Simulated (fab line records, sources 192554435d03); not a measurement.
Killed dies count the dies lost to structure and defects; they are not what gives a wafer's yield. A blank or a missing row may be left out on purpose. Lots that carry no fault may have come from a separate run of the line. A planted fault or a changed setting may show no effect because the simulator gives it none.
fab line records -- flow n5Finfet
[record] lots = 7, wafers = 21
route steps=1938 shown BEOL_M2@851 BEOL_M3@974 BEOL_M4@1053
startH: hours from the record's first day to the start of the lot's first wafer shown -- waitH: how many hours have passed since the lot's step before this one -- " repeats the value in the row above -- L1.1+2: one row covering several wafers at once -- - no value, or no start given -- * or withheld: withheld -- < > ~ a bound
route shown NAME@n: a module of which the file shows steps, and the number in the route of the first -- usual: average and standard deviation across the fault-free wafers -- same: alike in all rows -- chamber/n: place in a boat -- sites: each site's reading -- _std_site: the standard deviation of these -- _edge_site: outer sites' mean less inner sites' -- radiusMm: for every site, how far away it sits from the centre of the wafer -- mask NAME#n: copy n -- behind: tool/chamber where the wafer was last shaped -- hold: reason for holding the lot/hours on hold/outcome of the hold -- device: whichever transistor did not switch (one of n, p or np) -- end of line: tests run on the same wafers once the route is complete -- step lacking rows: just its recipe -- killed: dies lost to structure and defects at the first sort, not the wafer's yield -- map: shows each die of a wafer: x if killed, . if not, _ if none is there
set.NAME: the setting as run; set.NAME@STEP: as run at that earlier step -- model.NAME: the simulator's own value behind a step, which no gauge read
lots with deliberately changed settings; one table per step, one row per wafer
[[steps]]
[step N5_BEOL_M2_EXPOSE_08]
[recipe] maskId = M2, na = 0.33, sourceShape = dipole, sigmaInner = 0.369, sigmaOuter = 0.767, polarization = unpolarized, doseMj = 41.25
lot.wafer,tool,chamber,startH,waitH,mask,set.doseMj
L075.1+2+5,euvScanner-01,0,135.76,-,M2#0,41.25
L080.1,euvScanner-01,0,213.76,-,M2#0,41.25
L080.5+6,euvScanner-01,0,213.76,-,M2#0,39.23
L082.1+3,euvScanner-01,0,214.98,-,M2#0,41.25
L082.4,euvScanner-01,0,214.98,-,M2#0,39.24
L084.1+2+4,euvScanner-02,0,215.52,-,M2#0,41.25
L085.1+5+6,euvScanner-01,0,219.86,-,M2#0,41.25
L089.3+4+6,euvScanner-01,0,226.02,-,M2#0,41.25
L094.1+6,euvScanner-02,0,255.42,-,M2#0,39.38
L094.4,euvScanner-02,0,255.42,-,M2#0,41.25
[step N5_BEOL_M2_PEB_09]
[recipe] pebTempC = 100, pebTimeS = 60, resist = CAR-EUV
[step N5_BEOL_M2_DEVELOP_10]
[recipe] developTimeS = 30, developer = TMAH, resist = CAR-EUV, rinseLiquid = surfactantRinse, dry = airSpin, devTempC = 23
[step N5_BEOL_M2_CD_MEAS_11]
[recipe] targetCdNm = 16.79, landingEnergyEv = 500, detector = seInlens, polarity = opening
[usual] cdNm = 16.81/0.25
lot.wafer,tool,chamber,startH,waitH,set.doseMj@BEOL_M2_EXPOSE_08,cdNm
L075.1,cdSem-03,0,135.89,-,41.25,16.83
L075.2,cdSem-03,0,135.89,-,41.25,17.03
L075.5,cdSem-03,0,135.89,-,41.25,17.34
L080.1,cdSem-01,0,213.89,-,41.25,16.84
L080.5,cdSem-01,0,213.89,-,39.23,16.14
L080.6,cdSem-01,0,213.89,-,39.23,16.10
L082.1,cdSem-02,0,215.11,-,41.25,16.87
L082.3,cdSem-02,0,215.11,-,41.25,16.86
L082.4,cdSem-02,0,215.11,-,39.24,15.66
L084.1,cdSem-03,0,215.65,-,41.25,16.74
L084.2,cdSem-03,0,215.65,-,41.25,17.04
L084.4,cdSem-03,0,215.65,-,41.25,16.90
L085.1,cdSem-02,0,219.99,-,41.25,16.76
L085.5,cdSem-02,0,219.99,-,41.25,16.79
L085.6,cdSem-02,0,219.99,-,41.25,16.70
L089.3,cdSem-03,0,226.14,-,41.25,16.39
L089.4,cdSem-03,0,226.14,-,41.25,16.65
L089.6,cdSem-03,0,226.14,-,41.25,16.82
L094.1,cdSem-02,0,255.55,-,39.38,15.76
L094.4,cdSem-02,0,255.55,-,41.25,17.07
L094.6,cdSem-02,0,255.55,-,39.38,15.87
[step N5_BEOL_M2_DESCUM_16]
[recipe] chemistry = O2, timeS = 7, sourcePowerW = 50, biasPowerW = 20, pressureMtorr = 20, rfFrequencyHz = 2.712e+07, tempC = 40, resist = CAR-EUV, o2FlowSccm = 225
[step N5_BEOL_M2_ETCH_74]
[recipe] chemistry = N2/H2, target = underlayer, targetDepthA = 65, maskMaterial = CAR-EUV, timeS = 5.2, ionEnergyEv = 200, pressureMtorr = 30, sourceW = 840, biasW = 150, n2FlowSccm = 200, h2FlowSccm = 200, ends = cleared
lot.wafer,tool,chamber,startH,waitH,set.doseMj@BEOL_M2_EXPOSE_08,model.BEOL_M2.cdOffsetNm
L075.1+2,rieDiel-05,"1,3",136.05,0.0,41.25,0
L075.5,rieDiel-05,3,136.05,0.0,41.25,0.2
L080.1,rieDiel-04,2,214.41,0.0,41.25,0.4
L080.5,rieDiel-04,1,214.41,0.0,39.23,-1.2
L080.6,rieDiel-04,0,214.41,0.0,39.23,-0.8
L082.1,rieDiel-05,1,215.43,0.0,41.25,-0.2
L082.3,rieDiel-05,3,215.43,0.0,41.25,0
L082.4,rieDiel-05,0,215.43,0.0,39.24,-0.8
L084.1+4,rieDiel-05,"3,0",215.81,0.0,41.25,0
L084.2,rieDiel-05,1,215.81,0.0,41.25,-0.2
L085.1,rieDiel-05,1,220.15,0.0,41.25,-0.2
L085.5,rieDiel-05,0,220.15,0.0,41.25,0
L085.6,rieDiel-05,3,220.15,0.0,41.25,-0.4
L089.3,rieDiel-05,3,226.31,0.0,41.25,-0.2
L089.4,rieDiel-05,0,226.31,0.0,41.25,0
L089.6,rieDiel-05,3,226.31,0.0,41.25,0.2
L094.1+6,rieDiel-04,0,255.71,0.0,39.38,-0.6
L094.4,rieDiel-04,2,255.71,0.0,41.25,0.4
[step N5_BEOL_M2_ETCH_63]
[recipe] chemistry = CF4, target = SiARC, targetDepthA = 156, maskMaterial = CAR-EUV, timeS = 26, ionEnergyEv = 80, pressureMtorr = 40, sourceW = 545, biasW = 36, Ar_flow_sccm = 100, cf4FlowSccm = 100, ends = cleared
[step N5_BEOL_M2_ETCH_64]
[recipe] chemistry = N2/H2, target = SOC, targetDepthA = 750, overetchA = 225, maskMaterial = SiARC, tempC = 40, timeS = 121.9, ionEnergyEv = 200, pressureMtorr = 30, sourceW = 840, biasW = 150, n2FlowSccm = 200, h2FlowSccm = 200
lot.wafer,tool,chamber,startH,waitH,set.doseMj@BEOL_M2_EXPOSE_08,model.BEOL_M2.cdOffsetNm
L075.1,rieDiel-05,1,136.09,0.0,41.25,-0.4
L075.2,rieDiel-05,3,136.09,0.0,41.25,0
L075.5,rieDiel-05,3,136.09,0.0,41.25,0.2
L080.1,rieDiel-04,2,214.45,0.0,41.25,0.4
L080.5,rieDiel-04,1,214.45,0.0,39.23,-1.4
L080.6,rieDiel-04,0,214.45,0.0,39.23,-1
L082.1,rieDiel-05,1,215.47,0.0,41.25,-0.2
L082.3,rieDiel-05,3,215.47,0.0,41.25,0.2
L082.4,rieDiel-05,0,215.47,0.0,39.24,-1
L084.1+4,rieDiel-05,"3,0",215.86,0.0,41.25,0.2
L084.2,rieDiel-05,1,215.86,0.0,41.25,0
L085.1+6,rieDiel-05,"1,3",220.19,0.0,41.25,-0.4
L085.5,rieDiel-05,0,220.19,0.0,41.25,-0.2
L089.3+4,rieDiel-05,"3,0",226.35,0.0,41.25,-0.2
L089.6,rieDiel-05,3,226.35,0.0,41.25,0.2
L094.1+6,rieDiel-04,0,255.75,0.0,39.38,-0.8
L094.4,rieDiel-04,2,255.75,0.0,41.25,0.2
[step N5_BEOL_M2_STRIP_65]
[recipe] chemistry = N2/H2, tempC = 40, n2FlowSccm = 200, h2FlowSccm = 200, rfFrequencyHz = 6e+07
[step N5_BEOL_M2_STRIP_75]
[recipe] chemistry = N2/H2, tempC = 40, n2FlowSccm = 200, h2FlowSccm = 200, rfFrequencyHz = 6e+07
[step N5_BEOL_M2_STRIP_66]
[recipe] chemistry = CF4, resist = SiARC, powerW = 300, biasPowerW = 75, pressureMtorr = 50, cf4FlowSccm = 150, rfFrequencyHz = 6e+07
[step N5_BEOL_M2_HM_OPEN_17]
[recipe] chemistry = Cl2/BCl3, targetDepthA = 200, overetchA = 60, target = TiN, maskMaterial = SOC, ionEnergyEv = 150, pressureMtorr = 10, icpW = 1000, biasW = 126, Cl2_flow_sccm = 53.25, bcl3FlowSccm = 21.75, Ar_flow_sccm = 25
lot.wafer,tool,chamber,startH,waitH,set.doseMj@BEOL_M2_EXPOSE_08,model.BEOL_M2.cdOffsetNm
L075.1,rieMetal-01,1,136.27,0.0,41.25,-0.2
L075.2,rieMetal-01,0,136.27,0.0,41.25,0
L075.5,rieMetal-01,1,136.27,0.0,41.25,0.4
L080.1,rieMetal-03,1,214.63,0.0,41.25,0.4
L080.5,rieMetal-03,1,214.63,0.0,39.23,-1.6
L080.6,rieMetal-03,0,214.63,0.0,39.23,-1
L082.1,rieMetal-02,0,215.65,0.0,41.25,0
L082.3,rieMetal-02,0,215.65,0.0,41.25,0.4
L082.4,rieMetal-02,1,215.65,0.0,39.24,-1
L084.1,rieMetal-03,0,216.03,0.0,41.25,0.2
L084.2,rieMetal-03,1,216.03,0.0,41.25,-0.4
L084.4,rieMetal-03,0,216.03,0.0,41.25,0
L085.1+6,rieMetal-03,0,220.36,0.0,41.25,-0.6
L085.5,rieMetal-03,1,220.36,0.0,41.25,-0.4
L089.3,rieMetal-03,0,226.55,0.1,41.25,-0.2
L089.4,rieMetal-03,1,226.55,0.1,41.25,-0.4
L089.6,rieMetal-03,1,226.55,0.1,41.25,0
L094.1+6,rieMetal-03,0,255.92,0.0,39.38,-1
L094.4,rieMetal-03,0,255.92,0.0,41.25,0
[step N5_BEOL_M2_STRIP_19]
[recipe] chemistry = O2, powerW = 400, tempC = 40, pressureMtorr = 30, rfFrequencyHz = 6e+07, biasPowerW = 0, overashFraction = 0.2, o2FlowSccm = 225
[step N5_BEOL_M2_CD_MEAS_18]
[recipe] pitchNm = 36, targetCdNm = 18
[usual] cdNm = 17.8/0.41
lot.wafer,tool,chamber,startH,waitH,set.doseMj@BEOL_M2_EXPOSE_08,cdNm
L075.1,cdSem-02,-,136.58,0.0,41.25,17.8
L075.2,cdSem-02,-,136.58,0.0,41.25,17.7
L075.5,cdSem-02,-,136.58,0.0,41.25,18.3
L080.1,cdSem-01,-,214.81,0.0,41.25,17.9
L080.5,cdSem-01,-,214.81,0.0,39.23,16.2
L080.6,cdSem-01,-,214.81,0.0,39.23,16.6
L082.1,cdSem-03,-,215.83,0.0,41.25,17.7
L082.3,cdSem-03,-,215.83,0.0,41.25,18.0
L082.4,cdSem-03,-,215.83,0.0,39.24,17.1
L084.1,cdSem-02,-,216.24,0.0,41.25,17.8
L084.2,cdSem-02,-,216.24,0.0,41.25,17.8
L084.4,cdSem-02,-,216.24,0.0,41.25,18.0
L085.1,cdSem-02,-,220.63,0.0,41.25,17.2
L085.5,cdSem-02,-,220.63,0.0,41.25,17.3
L085.6,cdSem-02,-,220.63,0.0,41.25,17.5
L089.3,cdSem-02,-,226.71,0.1,41.25,18.1
L089.4,cdSem-02,-,226.71,0.1,41.25,17.7
L089.6,cdSem-02,-,226.71,0.1,41.25,18.1
L094.1,cdSem-01,-,256.20,0.0,39.38,17.3
L094.4,cdSem-01,-,256.20,0.0,41.25,18.3
L094.6,cdSem-01,-,256.20,0.0,39.38,16.8
[step N5_BEOL_M2_COAT_67]
[recipe] resist = SOC, tempC = 250, timeS = 60, spinRpm = 1500, resistThkNm = 60
[step N5_BEOL_M2_COAT_68]
[recipe] resist = SiARC, tempC = 220, timeS = 60, spinRpm = 1500, resistThkNm = 12
[step N5_BEOL_M2_PRECLEAN_42]
[recipe] chemistry = residueRemover, timeS = 60, tempC = 40
[step N5_BEOL_M2_SRD_43]
[recipe] timeS = 30, tempC = 23, rinseLiquid = diw, dry = ipaMarangoni
[step N5_BEOL_M2_CD_MEAS_35]
[recipe] targetCdNm = 18, targetCdYNm = 22.2, polarity = opening
[usual] cdNm = 17.8/0.37
lot.wafer,tool,chamber,startH,waitH,set.doseMj@BEOL_M2_EXPOSE_08,cdNm
L075.1,cdSem-03,-,138.34,0.0,41.25,18.0
L075.2,cdSem-03,-,138.34,0.0,41.25,17.9
L075.5,cdSem-03,-,138.34,0.0,41.25,18.2
L080.1,cdSem-03,-,216.64,0.0,41.25,18.1
L080.5,cdSem-03,-,216.64,0.0,39.23,16.7
L080.6,cdSem-03,-,216.64,0.0,39.23,16.8
L082.1,cdSem-01,-,219.59,0.0,41.25,18.0
L082.3,cdSem-01,-,219.59,0.0,41.25,18.1
L082.4,cdSem-01,-,219.59,0.0,39.24,17.1
L084.1,cdSem-03,-,222.91,0.0,41.25,17.8
L084.2,cdSem-03,-,222.91,0.0,41.25,17.8
L084.4,cdSem-03,-,222.91,0.0,41.25,17.6
L085.1,cdSem-01,-,223.03,0.0,41.25,17.2
L085.5,cdSem-01,-,223.03,0.0,41.25,17.5
L085.6,cdSem-01,-,223.03,0.0,41.25,17.5
L089.3,cdSem-03,-,228.55,0.0,41.25,17.4
L089.4,cdSem-03,-,228.55,0.0,41.25,17.6
L089.6,cdSem-03,-,228.55,0.0,41.25,17.9
L094.1,cdSem-02,-,269.17,0.0,39.38,17.0
L094.4,cdSem-02,-,269.17,0.0,41.25,17.8
L094.6,cdSem-02,-,269.17,0.0,39.38,17.0
[step N5_BEOL_M3_ETCH_70]
[recipe] chemistry = N2/H2, target = SOC, targetDepthA = 800, overetchA = 160, maskMaterial = SiARC, tempC = 40, timeS = 120, ionEnergyEv = 200, pressureMtorr = 30, sourceW = 840, biasW = 150, n2FlowSccm = 200, h2FlowSccm = 200
[usual] rfVppV = 524.8/2.8
lot.wafer,tool,chamber,startH,waitH,set.sourceW,rfVppV
L075.1,rieDiel-01,1,149.67,0.0,840,528.3
L075.2,rieDiel-01,2,149.67,0.0,840,524.9
L075.5,rieDiel-01,0,149.67,0.0,840,523.0
L080.1,rieDiel-06,3,225.21,0.0,794.3,533.0
L080.5,rieDiel-06,3,225.21,0.0,840,522.1
L080.6,rieDiel-06,2,225.21,0.0,840,525.6
L082.1,rieDiel-01,1,226.72,0.0,746.4,547.1
L082.3,rieDiel-01,2,226.72,0.0,840,525.4
L082.4,rieDiel-01,3,226.72,0.0,746.4,545.6
L084.1,rieDiel-06,1,230.90,0.0,840,528.9
L084.2,rieDiel-06,3,230.90,0.0,777.1,534.9
L084.4,rieDiel-06,3,230.90,0.0,777.1,536.4
L085.1,rieDiel-01,3,231.19,0.0,942.5,505.9
L085.5,rieDiel-01,1,231.19,0.0,942.5,504.9
L085.6,rieDiel-01,2,231.19,0.0,942.5,506.1
L089.3,rieDiel-06,3,239.47,0.0,942.9,502.7
L089.4,rieDiel-06,1,239.47,0.0,942.9,507.9
L089.6,rieDiel-06,0,239.47,0.0,840,522.8
L094.1,rieDiel-01,0,279.52,0.0,840,523.1
L094.4,rieDiel-01,3,279.52,0.0,840,526.0
L094.6,rieDiel-01,3,279.52,0.0,840,525.4
[step N5_BEOL_M3_ETCH_41]
[recipe] chemistry = CH3F/O2, target = SiCN, targetDepthA = 299, taperDeg = 2, timeS = 52.5, ionEnergyEv = 120, maskMaterial = TiN, pressureMtorr = 30, sourceW = 395, biasW = 75, Ar_flow_sccm = 150, CH3F_flow_sccm = 30, O2_flow_sccm = 20
lot.wafer,tool,chamber,startH,waitH,set.targetDepthA,model.etch.depthNm
L075.1,rieDiel-01,1,-,-,299,19.39
L075.2,rieDiel-01,2,-,-,299,20.05
L075.5,rieDiel-01,0,-,-,299,19.62
L080.1,rieDiel-06,3,-,-,324,21.94
L080.5,rieDiel-06,3,-,-,324,22.08
L080.6,rieDiel-06,2,-,-,299,20.24
L082.1,rieDiel-01,1,-,-,284.2,18.49
L082.3,rieDiel-01,2,-,-,284.2,18.94
L082.4,rieDiel-01,3,-,-,284.2,18.75
L084.1,rieDiel-06,1,-,-,299,20.2
L084.2,rieDiel-06,3,-,-,299,20.45
L084.4,rieDiel-06,3,-,-,299,20.32
L085.1,rieDiel-01,3,-,-,299,19.75
L085.5,rieDiel-01,1,-,-,299,19.48
L085.6,rieDiel-01,2,-,-,299,19.79
L089.3,rieDiel-06,3,-,-,299,20.14
L089.4,rieDiel-06,1,-,-,299,19.89
L089.6,rieDiel-06,0,-,-,268.4,18.32
L094.1,rieDiel-01,0,-,-,299,19.92
L094.4,rieDiel-01,3,-,-,299,19.64
L094.6,rieDiel-01,3,-,-,299,19.7
[step N5_BEOL_M4_EXPOSE_25]
[recipe] maskId = V3, na = 0.33, sourceShape = quasar, sigmaInner = 0.2, sigmaOuter = 0.8, polarization = unpolarized, defocusNm = 5, doseMj = 63
lot.wafer,tool,chamber,startH,waitH,mask,set.doseMj
L075.1+2+5,euvScanner-01,0,155.85,-,V3#0,63
L080.1,euvScanner-02,0,232.52,-,V3#0,63
L080.5+6,euvScanner-02,0,232.52,-,V3#0,58.81
L082.1+3,euvScanner-01,0,233.51,-,V3#0,63
L082.4,euvScanner-01,0,233.51,-,V3#0,61.46
L084.1,euvScanner-01,0,236.90,-,V3#0,63
L084.2+4,euvScanner-01,0,236.90,-,V3#0,59.41
L085.1+6,euvScanner-01,0,238.45,-,V3#0,66.63
L085.5,euvScanner-01,0,238.45,-,V3#0,63
L089.3+4+6,euvScanner-02,0,245.76,-,V3#0,63
L094.1,euvScanner-01,0,286.95,-,V3#0,58.69
L094.4+6,euvScanner-01,0,286.95,-,V3#0,63
[step N5_BEOL_M4_PEB_26]
[recipe] pebTempC = 100, pebTimeS = 60, resist = CAR-EUV
[step N5_BEOL_M4_DEVELOP_27]
[recipe] developTimeS = 30, developer = TMAH, resist = CAR-EUV, rinseLiquid = surfactantRinse, dry = airSpin, devTempC = 23
[step N5_BEOL_M4_CD_MEAS_28]
[recipe] targetCdNm = 26.2, landingEnergyEv = 500, detector = seInlens, targetCdYNm = 24.1, polarity = opening
[usual] cdNm = 26.08/0.24
lot.wafer,tool,chamber,startH,waitH,set.doseMj@BEOL_M4_EXPOSE_25,cdNm
L075.1,cdSem-03,0,155.99,-,63,26.15
L075.2,cdSem-03,0,155.99,-,63,25.85
L075.5,cdSem-03,0,155.99,-,63,26.43
L080.1,cdSem-03,0,232.66,-,63,26.42
L080.5,cdSem-03,0,232.66,-,58.81,25.09
L080.6,cdSem-03,0,232.66,-,58.81,24.83
L082.1,cdSem-03,0,233.66,-,63,25.74
L082.3,cdSem-03,0,233.66,-,63,25.67
L082.4,cdSem-03,0,233.66,-,61.46,25.11
L084.1,cdSem-03,0,237.04,-,63,26.23
L084.2,cdSem-03,0,237.04,-,59.41,25.17
L084.4,cdSem-03,0,237.04,-,59.41,25.31
L085.1,cdSem-01,0,238.59,-,66.63,27.31
L085.5,cdSem-01,0,238.59,-,63,26.16
L085.6,cdSem-01,0,238.59,-,66.63,27.16
L089.3,cdSem-03,0,245.89,-,63,25.90
L089.4,cdSem-03,0,245.89,-,63,26.23
L089.6,cdSem-03,0,245.89,-,63,25.77
L094.1,cdSem-01,0,287.09,-,58.69,25.15
L094.4,cdSem-01,0,287.09,-,63,26.23
L094.6,cdSem-01,0,287.09,-,63,26.24
[[key]]
[split] step = N5_BEOL_M2_EXPOSE_08, setting = doseMj, stated = 41.25, by = wafer
[response] step = N5_BEOL_M2_CD_MEAS_11, reading = cdNm, change = +0.221, per = 1%, r = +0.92
[response] step = N5_BEOL_M2_ETCH_74, reading = model.BEOL_M2.cdOffsetNm, change = +0.217, per = 1%, r = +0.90
[response] step = N5_BEOL_M2_ETCH_64, reading = model.BEOL_M2.cdOffsetNm, change = +0.253, per = 1%, r = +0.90
[response] step = N5_BEOL_M2_HM_OPEN_17, reading = model.BEOL_M2.cdOffsetNm, change = +0.274, per = 1%, r = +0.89
[response] step = N5_BEOL_M2_CD_MEAS_18, reading = cdNm, change = +0.246, per = 1%, r = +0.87
[response] step = N5_BEOL_M2_CD_MEAS_35, reading = cdNm, change = +0.215, per = 1%, r = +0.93
[split] step = N5_BEOL_M3_ETCH_70, setting = sourceW, stated = 840, by = wafer
[response] step = N5_BEOL_M3_ETCH_70, reading = rfVppV, change = -1.52, per = 1%, r = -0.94
[split] step = N5_BEOL_M3_ETCH_41, setting = targetDepthA, stated = 299, by = wafer
[response] step = N5_BEOL_M3_ETCH_41, reading = model.etch.depthNm, change = +0.184, per = 1%, r = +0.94
[split] step = N5_BEOL_M4_EXPOSE_25, setting = doseMj, stated = 63, by = wafer
[response] step = N5_BEOL_M4_CD_MEAS_28, reading = cdNm, change = +0.187, per = 1%, r = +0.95
